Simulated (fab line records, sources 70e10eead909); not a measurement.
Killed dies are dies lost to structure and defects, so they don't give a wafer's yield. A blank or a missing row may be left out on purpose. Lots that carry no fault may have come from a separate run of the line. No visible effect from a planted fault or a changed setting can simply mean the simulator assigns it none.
Chamber matching    flow nand harc    NHARC_P_M0_PRE_CLEAN_31 on pecvd-02 has 3 sister chambers
The step time 12 s. 6 wafers are shown with their chamber, then 8 later ones without.

== WAFERS, EACH WITH ITS CHAMBER ==
wafer   chamber  heater power outer w (W)  heater power w (W)
L090.6  0        380                       680
L089.5  1        427                       654
L089.6  0        343                       612
L094.2  1        375                       566
L094.4  2        304                       576
L093.2  2        362                       677

== WAFERS MISSING THEIR CHAMBER ==
wafer   heater power outer w (W)  heater power w (W)
L093.5  381                       678
L093.6  438                       667
L095.2  370                       650
L095.3  344                       640
L095.4  403                       610
L097.4  329                       607
L097.5  380                       604
L097.6  327                       602

== WHICH CHAMBER EACH ONE RAN IN ==
wafer   from the rows above           in truth
L093.5  can't be placed: 0 or 1 or 2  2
L093.6  can't be placed: 1 or 0 or 2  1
L095.2  can't be placed: 0 or 1 or 2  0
L095.3  can't be placed: 2 or 0 or 1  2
L095.4  can't be placed: 1 or 0 or 2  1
L097.4  can't be placed: 2 or 0 or 1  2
L097.5  can't be placed: 1 or 0 or 2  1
L097.6  can't be placed: 2 or 0 or 1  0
Correctly placed: 0 of 8. From these rows, 8 cannot be placed; in 8 the true chamber is one of the candidates. Wrongly placed: 0.
How it was worked out, from the rows above alone: a wafer's distance from a chamber is the root of the sum, over the readings, of the square of ((its reading less the chamber's mean) divided by the reading's scatter). The wafer belongs to the nearest chamber; if the next one is less than 2 further off, it can't be placed. Each chamber's mean is taken over the wafers shown for it. The scatter: take each reading less its chamber's mean, square it, sum over the shown wafers, divide by the number of wafers less the number of chambers, and take the root.
